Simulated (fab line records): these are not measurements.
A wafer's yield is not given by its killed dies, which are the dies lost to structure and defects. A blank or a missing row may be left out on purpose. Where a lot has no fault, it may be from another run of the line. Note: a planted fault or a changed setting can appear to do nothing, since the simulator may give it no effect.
2 desks looking at one fault -- flow n5_finfet -- only its own numbers are on each desk; what lay behind them is given at the end

== THE DEFECT DESK ==
Lot by lot, what the route's inspections counted, given as the mean of those sampled wafers with a number. If a lot's mean is further than 4 standard deviations from the usual mean, the lot is out of limits and carries the mark OUT (the distance appears in the brackets).
Columns: A = raw_defect_count at N5_BEOL_M13_INSPECT_30, usual 2.1
lot,first seen here,A
L730,day 10 19:18,2.5
L732,day 11 03:26,1.7
L733,day 11 12:24,3.0
L737,day 12 15:52,2.3
L736,day 13 00:21,2.3
L738,day 13 05:12,1.7
L743,day 14 13:59,2.7
L744,day 15 06:44,3.0
L750,day 16 05:18,2.3
L753,day 17 15:09,1.7
This desk's finding: nothing out of limits on any of the 10 lots.

== AT THE METROLOGY DESK ==
Lot by lot, what the gauges showed, no matter which tool ran the lot: averages of those sampled wafers that carry a number. If a lot's mean is further than 4 standard deviations from the usual mean, the lot is out of limits and carries the mark OUT (the distance appears in the brackets).
Columns: A = cd_nm at N5_BEOL_M13_CD_MEAS_28, usual 209.6 nm
lot,first seen here,A
L730,day 10 19:14,208.8
L732,day 11 03:23,209.3
L733,day 11 12:21,209.2
L737,day 12 15:49,210.6
L736,day 13 00:17,210.2
L738,day 13 05:09,211.1
L743,day 14 13:55,213.3
L744,day 15 06:41,210.7
L750,day 16 05:15,209.1
L753,day 17 15:06,209.9
This desk's finding: nothing out of limits on any of the 10 lots.

== PUT TOGETHER ==
The defect desk saw nothing out of limits.
Metrology desk: nothing out of limits seen.

== WHAT THE SIMULATOR HAD PUT IN ==
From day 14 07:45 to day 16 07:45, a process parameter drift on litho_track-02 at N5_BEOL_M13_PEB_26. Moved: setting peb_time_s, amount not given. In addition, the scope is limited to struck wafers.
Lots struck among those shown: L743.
